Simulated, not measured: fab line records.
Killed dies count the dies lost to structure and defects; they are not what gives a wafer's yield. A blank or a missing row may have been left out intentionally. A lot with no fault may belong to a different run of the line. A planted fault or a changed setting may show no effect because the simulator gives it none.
fab line records	flow n5-finfet
[record] lots = 24	wafers = 72	last-day = 19
route steps=1938 shown BEOL_M12@1650 BEOL_M13@1660
lots that met no fault: taken from a fault-free run of the same line
start-h: start of the lot's first displayed wafer, in hours after the record's first day	wait-h: hours since the lot's step before	" unchanged from the row above	L1.1+2: a row that stands for several wafers	- either no value or no given start	* or withheld: withheld	< > ~ a bound
route shown NAME@n: NAME is a module with steps in the file, n the number in the route of the first one	usual: mean and standard deviation over wafers with no fault	same: alike in all rows	chamber/n: place in a boat	sites: the reading at each site	_std_site: standard deviation across them	_edge_site: mean of outer sites minus mean of inner sites	radius-mm: how far each site lies from the wafer's centre	mask NAME#n: copy n	behind: the last tool/chamber to shape the wafer	hold: why the lot went on hold/how many hours it stayed there/how the hold came to an end	device: the n, p or np transistor that did not switch	end of line: at the end of the route, the tests of the same wafers	step lacking rows: just its recipe	killed: count of dies lost to structure and defects at first sort (not the wafer's yield)	map: a wafer's dies, marking killed ones x, the rest . and places with no die _
set.NAME: the setting as run; set.NAME@STEP: as run at that earlier step	model.NAME: the simulator's own value behind a step, which no gauge read
steps of the route over a sample of lots; a table a step, a row a wafer
services: the hour from which a tool's chamber was out of use, counted from the record's first day as start-h (under 0 if before that day), plus the number of hours and why
[[steps]]
[step N5_BEOL_M12_SPUTTER_45]
[recipe] material = Cu	target-thk-a = 800	temp-c = -20	bias-v = 60	power-w = 26000	chamber-pressure-pa = 0.13	time-s = 13.33
[usual] substrate-temp-c = -19.99/0.1	throttle-valve-pct = 30.0/0.99
lot.wafer	tool	chamber	start-h	wait-h	substrate-temp-c	throttle-valve-pct
L074.1	pvd-sputter-01	-	221.57	0.0	-20.00	29.9
L074.3	"	-	"	"	-20.02	31.5
L074.5	"	-	"	"	-19.97	30.3
L076.3	pvd-sputter-03	-	227.41	0.0	-20.17	28.8
L076.4	"	-	"	"	-19.90	31.2
L076.6	"	-	"	"	-19.97	28.3
L075.2	pvd-sputter-01	-	229.66	0.0	-20.15	30.3
L075.4	"	-	"	"	-20.09	30.0
L075.5	"	-	"	"	-19.95	29.9
L077.2	pvd-sputter-02	-	233.90	0.0	-19.77	28.3
L077.4	"	-	"	"	-19.96	29.1
L077.5	"	-	"	"	-20.16	29.3
L078.1	pvd-sputter-02	-	237.67	0.0	-19.94	30.4
L078.3	"	-	"	"	-19.95	29.4
L078.5	"	-	"	"	-20.02	29.1
L079.1	pvd-sputter-01	-	243.85	0.0	-19.97	30.0
L079.2	"	-	"	"	-20.02	30.3
L079.6	"	-	"	"	-20.05	30.3
L080.2	pvd-sputter-01	-	245.41	0.0	-20.04	30.0
L080.3	"	-	"	"	-20.13	31.3
L080.4	"	-	"	"	-20.09	30.1
L082.2	pvd-sputter-03	-	249.69	0.0	-19.95	29.2
L082.3	"	-	"	"	-20.03	28.3
L082.4	"	-	"	"	-20.09	31.3
L081.2	pvd-sputter-01	-	254.10	0.0	-20.15	30.3
L081.3	"	-	"	"	-20.01	30.1
L081.5	"	-	"	"	-19.87	30.0
L083.1	pvd-sputter-03	-	254.73	0.0	-20.12	28.0
L083.2	"	-	"	"	-19.89	28.8
L083.4	"	-	"	"	-20.01	30.8
L084.1	pvd-sputter-03	-	263.91	0.0	-19.97	31.1
L084.2	"	-	"	"	-19.95	28.2
L084.4	"	-	"	"	-20.10	31.0
L088.2	pvd-sputter-01	-	345.38	0.0	-20.00	30.0
L088.3	"	-	"	"	-19.94	30.2
L088.5	"	-	"	"	-20.04	30.0
L095.2	pvd-sputter-03	-	358.72	0.0	-20.01	28.7
L095.5	"	-	"	"	-20.05	28.4
L095.6	"	-	"	"	-20.05	31.4
L094.3	pvd-sputter-01	-	360.57	0.0	-20.05	30.4
L094.4	"	-	"	"	-19.82	29.9
L094.5	"	-	"	"	-19.88	29.9
L090.1	pvd-sputter-01	-	361.17	0.0	-19.90	30.0
L090.3	"	-	"	"	-19.92	30.0
L090.6	"	-	"	"	-20.01	30.2
L085.2	pvd-sputter-02	-	366.51	0.0	-20.07	29.1
L085.4	"	-	"	"	-20.14	29.2
L085.6	"	-	"	"	-20.15	29.3
L089.3	pvd-sputter-02	-	378.24	0.0	-20.03	30.2
L089.5	"	-	"	"	-20.07	28.4
L089.6	"	-	"	"	-20.01	30.7
L092.2	pvd-sputter-03	-	380.21	0.0	-20.10	28.5
L092.4	"	-	"	"	-19.89	31.2
L092.6	"	-	"	"	-19.93	30.8
L091.1	pvd-sputter-03	-	380.65	0.0	-19.99	31.2
L091.2	"	-	"	"	-19.97	28.8
L091.3	"	-	"	"	-20.11	28.3
L093.2	pvd-sputter-03	-	396.12	0.0	-19.78	31.2
L093.3	"	-	"	"	-19.97	31.0
L093.6	"	-	"	"	-19.87	31.1
L087.1	pvd-sputter-01	-	396.48	0.0	-19.98	29.9
L087.2	"	-	"	"	-20.10	30.1
L087.3	"	-	"	"	-20.04	31.5
L096.1	pvd-sputter-01	-	396.96	0.0	-19.86	31.1
L096.4	"	-	"	"	-20.12	30.0
L096.5	"	-	"	"	-20.01	30.4
L097.1	pvd-sputter-01	-	411.02	0.0	-19.94	31.1
L097.3	"	-	"	"	-20.08	30.2
L097.6	"	-	"	"	-20.01	30.4
L086.3	pvd-sputter-02	-	411.84	0.0	-19.97	29.0
L086.4	"	-	"	"	-19.95	28.5
L086.5	"	-	"	"	-19.93	28.6
[step N5_BEOL_M13_THK_MEAS_01]
[recipe] reads = SiOC_of_BEOL_M13_ILD_DEP_00
[usual] M13_ILD_THK = 843/11
lot.wafer	tool	chamber	start-h	wait-h	M13_ILD_THK[nm]
L074.1	film-metro-01	-	222.78	0.1	840
L074.3	"	-	"	"	834
L074.5	"	-	"	"	846
L076.3	film-metro-01	-	228.69	0.1	836
L076.4	"	-	"	"	852
L076.6	"	-	"	"	850
L075.2	film-metro-02	-	230.92	0.1	838
L075.4	"	-	"	"	837
L075.5	"	-	"	"	855
L077.2	film-metro-01	-	235.13	0.1	841
L077.4	"	-	"	"	852
L077.5	"	-	"	"	852
L078.1	film-metro-02	-	238.97	0.1	844
L078.3	"	-	"	"	843
L078.5	"	-	"	"	858
L079.1	film-metro-02	-	245.04	0.1	836
L079.2	"	-	"	"	835
L079.6	"	-	"	"	858
L080.2	film-metro-02	-	246.60	0.1	838
L080.3	"	-	"	"	839
L080.4	"	-	"	"	847
L082.2	film-metro-02	-	250.88	0.1	837
L082.3	"	-	"	"	852
L082.4	"	-	"	"	857
L081.2	film-metro-02	-	255.31	0.1	827
L081.3	"	-	"	"	825
L081.5	"	-	"	"	847
L083.1	film-metro-02	-	255.94	0.1	843
L083.2	"	-	"	"	832
L083.4	"	-	"	"	850
L084.1	film-metro-01	-	265.15	0.1	838
L084.2	"	-	"	"	841
L084.4	"	-	"	"	860
L088.2	film-metro-02	-	346.59	0.1	825
L088.3	"	-	"	"	820
L088.5	"	-	"	"	845
L095.2	film-metro-01	-	359.99	0.1	832
L095.5	"	-	"	"	843
L095.6	"	-	"	"	847
L094.3	film-metro-01	-	361.77	0.1	840
L094.4	"	-	"	"	864
L094.5	"	-	"	"	873
L090.1	film-metro-01	-	362.37	0.1	837
L090.3	"	-	"	"	840
L090.6	"	-	"	"	845
L085.2	film-metro-01	-	367.70	0.1	836
L085.4	"	-	"	"	840
L085.6	"	-	"	"	846
L089.3	film-metro-02	-	379.48	0.1	829
L089.5	"	-	"	"	852
L089.6	"	-	"	"	853
L092.2	film-metro-02	-	381.50	0.2	837
L092.4	"	-	"	"	840
L092.6	"	-	"	"	855
L091.1	film-metro-02	-	381.95	0.1	836
L091.2	"	-	"	"	840
L091.3	"	-	"	"	835
L093.2	film-metro-02	-	397.32	0.1	847
L093.3	"	-	"	"	843
L093.6	"	-	"	"	859
L087.1	film-metro-01	-	397.67	0.1	842
L087.2	"	-	"	"	827
L087.3	"	-	"	"	830
L096.1	film-metro-02	-	398.54	0.2	829
L096.4	"	-	"	"	851
L096.5	"	-	"	"	844
L097.1	film-metro-02	-	412.35	0.2	815
L097.3	"	-	"	"	840
L097.6	"	-	"	"	829
L086.3	film-metro-01	-	413.04	0.1	832
L086.4	"	-	"	"	839
L086.5	"	-	"	"	833
[step N5_BEOL_M13_ETCH_59]
[recipe] chemistry = N2/H2	target = BARC	target-depth-a = 890	overetch-a = 267	time-s = 67.9	ion-energy-ev = 200	pressure-mtorr = 30	source-w = 840	bias-w = 150	n2-flow-sccm = 200	h2-flow-sccm = 200
[usual] bias-w = 150.0/0.45	drypump-motor-current-A = 5.7/0.65	oes-product-au = 0.65/0.063	rf-vpp-V = 523.8/2.4	showerhead-plenum-p-Torr = 2.54/0.082	throttle-valve-pct = 17.92/0.23
lot.wafer	tool	chamber	start-h	wait-h	bias-w	drypump-motor-current-A	oes-product-au	rf-hours-counter-h	rf-vpp-V	showerhead-plenum-p-Torr	throttle-valve-pct
L074.1	rie-diel-05	1	223.21	0.0	149.8	6.7	0.62	175	520.9	2.42	18.04
L074.3	"	2	"	"	150.3	5.3	0.60	219	525.6	2.62	17.95
L074.5	"	3	"	"	150.1	4.9	0.76	-	527.7	2.72	17.87
L076.3	rie-diel-06	1	229.24	0.0	150.8	5.4	0.61	198	523.2	2.51	17.91
L076.4	"	2	"	"	149.6	6.5	0.76	16	521.5	2.50	17.54
L076.6	"	2	"	"	150.1	6.5	0.76	-	520.4	2.50	17.55
L075.2	rie-diel-05	3	231.49	0.0	150.2	4.9	0.75	37	527.8	2.72	17.89
L075.4	"	0	"	"	150.6	6.7	0.59	223	520.1	2.39	18.27
L075.5	"	0	"	"	150.1	6.7	0.59	-	519.6	2.39	18.26
L077.2	rie-diel-06	3	235.97	0.0	150.4	5.4	0.63	186	524.7	2.52	18.03
L077.4	"	1	"	"	150.0	5.4	0.61	200	522.6	2.51	17.91
L077.5	"	0	"	"	150.2	6.4	0.69	-	527.4	2.68	17.59
L078.1	rie-diel-01	0	239.52	0.0	150.8	5.0	0.65	178	528.1	2.63	18.16
L078.3	"	1	"	"	148.9	5.2	0.57	247	524.3	2.60	17.87
L078.5	"	2	"	"	150.3	5.6	0.63	-	524.4	2.51	18.03
L079.1	rie-diel-06	1	245.47	0.0	150.8	5.4	0.61	204	522.9	2.51	17.93
L079.2	"	0	"	"	150.2	6.4	0.69	90	526.4	2.68	17.61
L079.6	"	2	"	"	149.0	6.5	0.75	-	522.1	2.50	17.56
L080.2	rie-diel-05	2	247.11	0.0	149.8	5.3	0.59	228	525.6	2.61	17.95
L080.3	"	3	"	"	150.0	4.9	0.75	43	527.5	2.71	17.91
L080.4	"	0	"	"	150.6	6.7	0.59	230	519.9	2.39	18.28
L082.2	rie-diel-01	3	251.31	0.0	149.3	4.8	0.59	251	521.5	2.50	18.21
L082.3	"	0	"	"	149.9	5.0	0.64	183	527.4	2.63	18.18
L082.4	"	0	"	"	149.6	5.0	0.64	-	525.5	2.63	18.17
L081.2	rie-diel-01	0	256.98	0.0	149.7	5.0	0.64	186	526.5	2.63	18.17
L081.3	"	3	"	"	150.3	4.8	0.59	254	523.2	2.50	18.21
L081.5	"	2	"	"	150.4	5.5	0.64	-	524.0	2.51	18.03
L083.1	rie-diel-06	0	258.49	0.0	150.2	6.4	0.69	95	527.9	2.68	17.62
L083.2	"	1	"	"	150.0	5.4	0.60	210	523.1	2.51	17.94
L083.4	"	2	"	"	149.7	6.5	0.74	28	522.5	2.49	17.56
L084.1	rie-diel-05	2	265.70	0.0	149.8	5.3	0.59	233	525.3	2.61	17.99
L084.2	"	1	"	"	150.7	6.7	0.61	189	520.8	2.41	18.06
L084.4	"	0	"	"	149.6	6.8	0.59	234	520.9	2.39	18.28
L088.2	rie-diel-01	1	347.01	0.0	149.9	5.2	0.78	18	525.8	2.59	17.54
L088.3	"	0	"	"	150.8	5.0	0.63	209	526.5	2.62	18.21
L088.5	"	3	"	"	149.9	4.7	0.81	-	523.4	2.49	17.78
L095.2	rie-diel-06	3	360.48	0.0	149.9	5.5	0.61	218	524.0	2.51	18.10
L095.5	"	1	"	"	149.6	5.4	0.60	-	521.5	2.50	17.98
L095.6	"	2	"	"	150.1	6.5	0.71	-	522.0	2.48	17.60
L094.3	rie-diel-01	2	362.19	0.0	150.0	5.6	0.62	207	522.8	2.50	18.07
L094.4	"	0	"	"	150.2	5.0	0.62	214	526.9	2.62	18.24
L094.5	"	2	"	"	149.5	5.5	0.62	-	522.4	2.50	18.07
L090.1	rie-diel-06	2	362.92	0.0	149.5	6.5	0.70	53	522.6	2.48	17.60
L090.3	"	0	"	"	149.8	6.4	0.66	120	526.0	2.66	17.67
L090.6	"	2	"	"	149.7	6.5	0.71	-	522.1	2.48	17.61
L085.2	rie-diel-06	1	368.13	0.0	150.3	5.4	0.60	237	523.0	2.49	17.99
L085.4	"	0	"	"	149.9	6.4	0.66	122	526.9	2.66	17.67
L085.6	"	0	"	"	149.5	6.4	0.67	-	526.4	2.66	17.66
L089.3	rie-diel-01	1	380.03	0.0	150.5	5.2	0.77	30	525.6	2.59	17.56
L089.5	"	2	"	"	150.8	5.5	0.62	-	523.3	2.50	18.09
L089.6	"	1	"	"	150.1	5.2	0.76	-	526.0	2.59	17.57
L092.2	rie-diel-06	1	382.06	0.0	149.2	5.4	0.58	241	521.8	2.49	18.01
L092.4	"	0	"	"	149.8	6.4	0.66	125	527.3	2.66	17.68
L092.6	"	1	"	"	149.8	5.4	0.59	-	522.2	2.49	17.99
L091.1	rie-diel-06	0	382.37	0.0	150.2	6.4	0.66	125	528.6	2.66	17.68
L091.2	"	3	"	"	149.8	5.4	0.60	225	522.1	2.51	18.11
L091.3	"	2	"	"	149.5	6.5	0.69	59	521.6	2.48	17.62
L093.2	rie-diel-06	3	397.87	0.0	149.8	5.5	0.60	229	523.4	2.51	18.11
L093.3	"	1	"	"	150.1	5.4	0.58	245	522.1	2.49	18.00
L093.6	"	1	"	"	150.5	5.4	0.58	-	521.3	2.49	18.01
L087.1	rie-diel-01	2	398.10	0.0	149.9	5.6	0.62	218	522.2	2.49	18.11
L087.2	"	1	"	"	150.1	5.2	0.75	34	523.8	2.59	17.57
L087.3	"	0	"	"	150.5	5.0	0.61	221	525.2	2.62	18.24
L096.1	rie-diel-06	2	399.36	0.0	150.8	6.5	0.69	64	519.7	2.48	17.63
L096.4	"	0	"	"	149.8	6.4	0.65	131	527.1	2.66	17.69
L096.5	"	3	"	"	150.4	5.5	0.60	-	522.6	2.51	18.11
L097.1	rie-diel-06	3	412.90	0.0	150.3	5.5	0.59	232	522.6	2.50	18.10
L097.3	"	0	"	"	150.4	6.4	0.65	133	526.1	2.66	17.68
L097.6	"	1	"	"	149.8	5.4	0.59	-	523.8	2.49	18.00
L086.3	rie-diel-01	1	413.46	0.0	149.9	5.2	0.75	38	525.1	2.58	17.58
L086.4	"	3	"	"	149.6	4.7	0.76	36	522.8	2.48	17.83
L086.5	"	0	"	"	150.3	5.0	0.61	-	526.0	2.61	18.24
[step N5_BEOL_M13_OVL_MEAS_29]
[recipe] points-per-wafer = 44
[usual] M13_OVL = 1/5.2
lot.wafer	tool	chamber	start-h	wait-h	M13_OVL[nm]
L074.1	overlay-01	0	224.06	0.0	-6
L074.3	"	0	"	"	5
L074.5	"	0	"	"	3
L076.3	overlay-01	0	230.22	0.0	-8
L076.4	"	0	"	"	1
L076.6	"	0	"	"	-7
L075.2	overlay-02	0	232.34	0.0	16
L075.4	"	0	"	"	10
L075.5	"	0	"	"	8
L077.2	overlay-01	0	236.94	0.0	0
L077.4	"	0	"	"	2
L077.5	"	0	"	"	-6
L078.1	overlay-01	0	240.49	0.0	7
L078.3	"	0	"	"	2
L078.5	"	0	"	"	5
L079.1	overlay-02	0	246.45	0.0	-3
L079.2	"	0	"	"	-3
L079.6	"	0	"	"	-1
L080.2	overlay-01	0	248.09	0.0	1
L080.3	"	0	"	"	6
L080.4	"	0	"	"	6
L082.2	overlay-01	0	252.16	0.0	7
L082.3	"	0	"	"	2
L082.4	"	0	"	"	5
L081.2	overlay-01	0	257.96	0.0	0
L081.3	"	0	"	"	9
L081.5	"	0	"	"	8
L083.1	overlay-01	0	259.46	0.0	-12
L083.2	"	0	"	"	0
L083.4	"	0	"	"	-5
L084.1	overlay-01	0	266.68	0.0	7
L084.2	"	0	"	"	6
L084.4	"	0	"	"	12
L088.2	overlay-01	0	347.87	0.0	7
L088.3	"	0	"	"	-1
L088.5	"	0	"	"	-7
L095.2	overlay-01	0	361.46	0.0	1
L095.5	"	0	"	"	4
L095.6	"	0	"	"	2
L094.3	overlay-02	0	363.17	0.0	3
L094.4	"	0	"	"	5
L094.5	"	0	"	"	9
L090.1	overlay-02	0	363.89	0.0	3
L090.3	"	0	"	"	-7
L090.6	"	0	"	"	-7
L085.2	overlay-01	0	369.11	0.0	4
L085.4	"	0	"	"	5
L085.6	"	0	"	"	-9
L089.3	overlay-01	0	381.02	0.0	-1
L089.5	"	0	"	"	4
L089.6	"	0	"	"	-1
L092.2	overlay-01	0	383.03	0.0	8
L092.4	"	0	"	"	7
L092.6	"	0	"	"	-3
L091.1	overlay-02	0	383.35	0.0	0
L091.2	"	0	"	"	0
L091.3	"	0	"	"	4
L093.2	overlay-01	0	398.72	0.0	8
L093.3	"	0	"	"	9
L093.6	"	0	"	"	3
L087.1	overlay-02	0	399.07	0.0	-1
L087.2	"	0	"	"	-1
L087.3	"	0	"	"	-4
L096.1	overlay-01	0	400.21	0.0	-1
L096.4	"	0	"	"	7
L096.5	"	0	"	"	-2
L097.1	overlay-02	0	413.88	0.0	4
L097.3	"	0	"	"	-2
L097.6	"	0	"	"	-3
L086.3	overlay-01	0	414.44	0.0	-2
L086.4	"	0	"	"	0
L086.5	"	0	"	"	0
[step N5_BEOL_M13_ETCH_67]
[recipe] chemistry = CF4	target = SiARC	target-depth-a = 1430	time-s = 238.3	ion-energy-ev = 80	pressure-mtorr = 40	source-w = 545	bias-w = 36	Ar_flow_sccm = 100	cf4-flow-sccm = 100	ends = cleared
[usual] bias-w = 36.01/0.1	drypump-motor-current-A = 5.7/0.72	etch-rf-on-time-s = 239/5.3	oes-product-au = 0.66/0.083	rf-vpp-V = 184.3/1.2	showerhead-plenum-p-Torr = 2.16/0.075	throttle-valve-pct = 15.70/0.23
lot.wafer	tool	chamber	start-h	wait-h	bias-w	drypump-motor-current-A	etch-rf-on-time-s	oes-product-au	rf-hours-counter-h	rf-vpp-V	showerhead-plenum-p-Torr	throttle-valve-pct
L074.1	rie-diel-01	0	224.18	0.0	36.05	5.0	243	0.64	173	184.8	2.23	15.94
L074.3	"	1	"	"	36.20	5.2	236	0.58	241	184.4	2.20	15.73
L074.5	"	3	"	"	35.98	4.7	240	0.60	-	182.8	2.11	15.93
L076.3	rie-diel-05	2	230.31	0.0	36.13	5.3	243	0.60	221	184.7	2.21	15.75
L076.4	"	1	"	"	36.03	6.7	242	0.61	178	182.6	2.06	15.80
L076.6	"	2	"	"	35.89	5.3	242	0.60	-	184.8	2.21	15.74
L075.2	rie-diel-06	2	232.43	0.0	36.06	6.5	236	0.76	17	183.0	2.11	15.25
L075.4	"	1	"	"	35.95	5.4	247	0.61	199	184.4	2.12	15.74
L075.5	"	1	"	"	35.90	5.4	250	0.59	-	181.9	2.12	15.76
L077.2	rie-diel-05	2	237.43	0.0	36.08	5.3	245	0.58	224	183.1	2.21	15.74
L077.4	"	1	"	"	36.06	6.7	244	0.60	181	183.0	2.05	15.81
L077.5	"	0	"	"	36.06	6.7	237	0.59	-	181.9	2.04	16.08
L078.1	rie-diel-05	0	241.15	0.0	35.97	6.7	234	0.59	228	182.7	2.04	16.06
L078.3	"	3	"	"	36.30	4.9	235	0.76	41	186.7	2.26	15.55
L078.5	"	3	"	"	36.28	4.9	234	0.76	-	185.8	2.26	15.57
L079.1	rie-diel-01	3	246.55	0.0	35.95	4.7	238	0.59	249	182.5	2.11	15.97
L079.2	"	1	"	"	36.06	5.2	233	0.58	249	185.5	2.20	15.74
L079.6	"	2	"	"	36.18	5.6	242	0.64	-	182.8	2.14	15.89
L080.2	rie-diel-01	0	248.19	0.0	36.11	5.0	238	0.64	182	185.8	2.22	15.97
L080.3	"	2	"	"	36.10	5.6	243	0.64	173	184.0	2.14	15.90
L080.4	"	3	"	"	36.07	4.7	240	0.59	249	183.0	2.11	15.96
L082.2	rie-diel-06	0	252.25	0.0	36.01	6.4	239	0.69	92	184.6	2.23	15.37
L082.3	"	3	"	"	36.04	5.5	239	0.62	193	185.2	2.13	15.75
L082.4	"	1	"	"	35.84	5.4	249	0.60	207	183.1	2.12	15.78
L081.2	rie-diel-05	3	258.65	0.0	35.97	4.9	236	0.74	46	184.2	2.26	15.58
L081.3	"	1	"	"	35.98	6.7	244	0.60	188	182.4	2.05	15.82
L081.5	"	1	"	"	35.89	6.7	242	0.61	-	183.3	2.05	15.84
L083.1	rie-diel-01	2	259.87	0.0	35.76	5.5	242	0.63	180	183.5	2.13	15.91
L083.2	"	0	"	"	36.13	5.0	237	0.64	188	185.6	2.22	15.95
L083.4	"	2	"	"	36.00	5.5	243	0.63	-	183.9	2.13	15.92
L084.1	rie-diel-06	2	266.79	0.0	36.10	6.5	240	0.73	30	183.4	2.10	15.28
L084.2	"	0	"	"	36.01	6.4	240	0.68	97	184.4	2.23	15.39
L084.4	"	3	"	"	35.91	5.5	238	0.61	198	184.1	2.13	15.75
L088.2	rie-diel-01	3	348.10	0.0	36.05	4.7	235	0.80	14	183.2	2.10	15.47
L088.3	"	0	"	"	35.94	5.0	240	0.62	210	184.4	2.21	16.03
L088.5	"	1	"	"	36.03	5.2	228	0.79	-	184.2	2.20	15.32
L095.2	rie-diel-06	1	361.56	0.0	35.89	5.4	252	0.57	235	183.6	2.11	15.82
L095.5	"	2	"	"	36.16	6.5	235	0.71	-	182.4	2.10	15.32
L095.6	"	1	"	"	35.91	5.4	252	0.57	-	182.6	2.11	15.81
L094.3	rie-diel-06	2	363.26	0.0	36.06	6.5	235	0.71	53	182.7	2.10	15.32
L094.4	"	3	"	"	35.91	5.5	232	0.61	219	182.7	2.12	15.82
L094.5	"	0	"	"	36.07	6.4	240	0.66	-	185.6	2.22	15.43
L090.1	rie-diel-01	2	363.99	0.0	35.93	5.6	244	0.61	208	184.2	2.13	15.98
L090.3	"	1	"	"	35.96	5.2	227	0.80	24	185.7	2.19	15.33
L090.6	"	3	"	"	36.13	4.7	234	0.80	-	183.6	2.10	15.48
L085.2	rie-diel-05	3	369.62	0.0	35.93	4.9	236	0.72	67	185.3	2.25	15.60
L085.4	"	3	"	"	35.96	4.9	237	0.72	-	186.1	2.25	15.60
L085.6	"	2	"	"	35.99	5.3	240	0.58	-	184.9	2.20	15.81
L089.3	rie-diel-05	0	381.11	0.0	36.12	6.7	230	0.81	4	185.4	2.28	15.67
L089.5	"	3	"	"	36.09	4.9	241	0.71	-	183.6	2.25	15.62
L089.6	"	0	"	"	36.15	6.7	232	0.81	-	186.3	2.28	15.67
L092.2	rie-diel-05	1	383.13	0.0	35.89	6.7	245	0.59	211	183.7	2.04	15.87
L092.4	"	1	"	"	35.91	6.7	246	0.59	-	183.6	2.04	15.87
L092.6	"	3	"	"	35.96	5.0	241	0.71	-	186.1	2.25	15.64
L091.1	rie-diel-01	1	383.66	0.0	35.92	5.2	228	0.78	31	185.4	2.19	15.35
L091.2	"	0	"	"	36.04	5.0	237	0.62	217	186.2	2.21	16.04
L091.3	"	2	"	"	35.86	5.6	246	0.60	215	183.6	2.12	15.99
L093.2	rie-diel-06	1	398.81	0.0	35.93	5.4	251	0.57	246	183.3	2.11	15.86
L093.3	"	2	"	"	35.95	6.5	236	0.70	64	184.1	2.09	15.34
L093.6	"	3	"	"	36.07	5.4	237	0.60	-	183.4	2.12	15.82
L087.1	rie-diel-05	2	399.40	0.0	36.04	5.3	233	0.85	2	186.8	2.19	15.31
L087.2	"	0	"	"	36.14	6.7	231	0.79	11	185.5	2.28	15.69
L087.3	"	1	"	"	36.04	6.7	241	0.59	217	183.5	2.04	15.88
L096.1	rie-diel-05	1	400.44	0.0	36.09	6.7	245	0.59	218	181.5	2.04	15.88
L096.4	"	2	"	"	36.04	5.3	232	0.85	2	184.3	2.19	15.31
L096.5	"	1	"	"	36.16	6.7	243	0.58	-	183.2	2.04	15.86
L097.1	rie-diel-05	0	414.02	0.0	35.91	6.7	231	0.78	15	185.7	2.28	15.69
L097.3	"	1	"	"	36.07	6.7	244	0.58	221	183.4	2.04	15.88
L097.6	"	0	"	"	35.89	6.7	234	0.78	-	185.3	2.28	15.69
L086.3	rie-diel-05	0	414.56	0.0	35.86	6.7	231	0.77	15	186.8	2.28	15.69
L086.4	"	3	"	"	36.06	4.9	237	0.70	83	185.9	2.24	15.64
L086.5	"	2	"	"	35.84	5.3	234	0.83	-	185.5	2.19	15.31
[step N5_BEOL_M13_ANNEAL_48]
[recipe] temp-c = 225	time-s = 90	ambient = N2
[usual] anneal-temp-c-max = 226.11/0.28	wafer_temp_C_max = 226.13/0.27
lot.wafer	tool	chamber	start-h	wait-h	anneal-temp-c-max	wafer_temp_C_max
L074.1	rtp-anneal-02	0	225.59	0.1	226.09	226.24
L074.3	"	0	"	"	226.05	226.03
L074.5	"	0	"	"	226.21	226.11
L076.3	rtp-anneal-01	0	231.78	0.2	226.11	226.16
L076.4	"	0	"	"	226.26	226.06
L076.6	"	0	"	"	225.60	226.15
L075.2	rtp-anneal-01	0	233.85	0.2	225.77	226.57
L075.4	"	0	"	"	225.92	225.59
L075.5	"	0	"	"	226.18	226.27
L077.2	rtp-anneal-01	0	238.90	0.2	225.86	226.35
L077.4	"	0	"	"	226.28	226.06
L077.5	"	0	"	"	225.67	226.10
L078.1	rtp-anneal-01	0	242.77	0.1	225.53	226.42
L078.3	"	0	"	"	226.20	226.32
L078.5	"	0	"	"	226.16	225.92
L079.1	rtp-anneal-01	0	247.92	0.1	226.08	225.68
L079.2	"	0	"	"	225.98	225.98
L079.6	"	0	"	"	226.69	226.17
L080.2	rtp-anneal-01	0	249.69	0.2	226.48	226.29
L080.3	"	0	"	"	226.01	226.14
L080.4	"	0	"	"	226.07	226.13
L082.2	rtp-anneal-01	0	254.07	0.2	225.91	225.49
L082.3	"	0	"	"	226.02	225.90
L082.4	"	0	"	"	226.04	226.48
L081.2	rtp-anneal-02	0	260.78	0.2	226.16	226.08
L081.3	"	0	"	"	226.12	226.25
L081.5	"	0	"	"	227.04	225.93
L083.1	rtp-anneal-02	0	263.77	0.1	226.06	225.96
L083.2	"	0	"	"	226.53	225.62
L083.4	"	0	"	"	226.53	226.28
L084.1	rtp-anneal-02	0	268.61	0.1	226.27	225.92
L084.2	"	0	"	"	226.64	226.32
L084.4	"	0	"	"	226.17	226.25
L088.2	rtp-anneal-01	0	349.77	0.4	225.59	226.08
L088.3	"	0	"	"	225.91	225.87
L088.5	"	0	"	"	226.17	225.71
L095.2	rtp-anneal-01	0	366.81	0.2	226.03	226.09
L095.5	"	0	"	"	225.86	225.79
L095.6	"	0	"	"	226.09	225.54
L094.3	rtp-anneal-01	0	367.25	0.4	226.21	226.43
L094.4	"	0	"	"	226.25	226.39
L094.5	"	0	"	"	226.60	226.17
L090.1	rtp-anneal-02	0	367.43	0.3	226.19	226.56
L090.3	"	0	"	"	225.86	226.31
L090.6	"	0	"	"	226.09	225.87
L085.2	rtp-anneal-01	0	372.39	0.6	225.78	225.99
L085.4	"	0	"	"	225.94	225.99
L085.6	"	0	"	"	226.26	225.93
L089.3	rtp-anneal-01	0	387.39	0.9	225.88	226.09
L089.5	"	0	"	"	226.27	226.06
L089.6	"	0	"	"	225.73	226.06
L092.2	rtp-anneal-01	0	387.61	1.1	226.60	225.67
L092.4	"	0	"	"	226.37	226.44
L092.6	"	0	"	"	226.24	226.07
L091.1	rtp-anneal-02	0	387.63	0.7	226.16	226.30
L091.2	"	0	"	"	226.28	226.18
L091.3	"	0	"	"	226.55	226.05
L093.2	rtp-anneal-01	0	403.88	0.2	225.73	225.89
L093.3	"	0	"	"	225.81	226.13
L093.6	"	0	"	"	225.87	226.22
L087.1	rtp-anneal-02	0	404.93	0.2	226.07	225.65
L087.2	"	0	"	"	226.14	226.06
L087.3	"	0	"	"	226.29	226.44
L096.1	rtp-anneal-02	0	405.47	0.2	226.54	226.23
L096.4	"	0	"	"	226.16	226.06
L096.5	"	0	"	"	226.13	226.20
L097.1	rtp-anneal-02	0	416.66	0.2	226.16	225.95
L097.3	"	0	"	"	225.99	226.03
L097.6	"	0	"	"	225.77	226.06
L086.3	rtp-anneal-01	0	416.81	0.3	225.81	226.23
L086.4	"	0	"	"	226.00	225.96
L086.5	"	0	"	"	225.71	225.67
[[services]]
tool	chamber	start-h	hours	kind
rie-diel-01	1	249.23	-	clean
rie-diel-01	1	249.23	-	consumable-replace:focus-ring
rie-diel-01	1	249.23	20.2	scheduled-down
rie-diel-01	1	249.23	20.2	vent-cycle
rie-diel-05	-	253.99	4.3	pm
rie-diel-01	3	269.48	-	clean
rie-diel-01	3	269.48	-	consumable-replace:focus-ring
rie-diel-01	3	269.48	15.8	scheduled-down
rie-diel-01	3	269.48	15.8	vent-cycle
pvd-sputter-01	-	273.00	6.9	repair
rie-diel-05	-	284.08	2.4	repair
rie-diel-01	1	294.48	7.1	repair
pvd-sputter-01	-	303.61	2.6	repair
rie-diel-05	-	320.91	14.6	pm
pvd-sputter-01	-	340.71	0.5	repair
rie-diel-05	0	348.78	2.5	repair
rie-diel-06	3	349.43	8.6	repair
rtp-anneal-01	-	357.67	0.8	pm
rie-diel-05	0	357.79	-	clean
pvd-sputter-01	-	361.77	2.6	repair
rie-diel-01	0	362.90	12.3	repair
rie-diel-05	1	368.33	8.1	repair
pvd-sputter-03	-	381.99	4.0	repair
pvd-sputter-01	-	393.31	2.4	repair
[[key]]
fault none
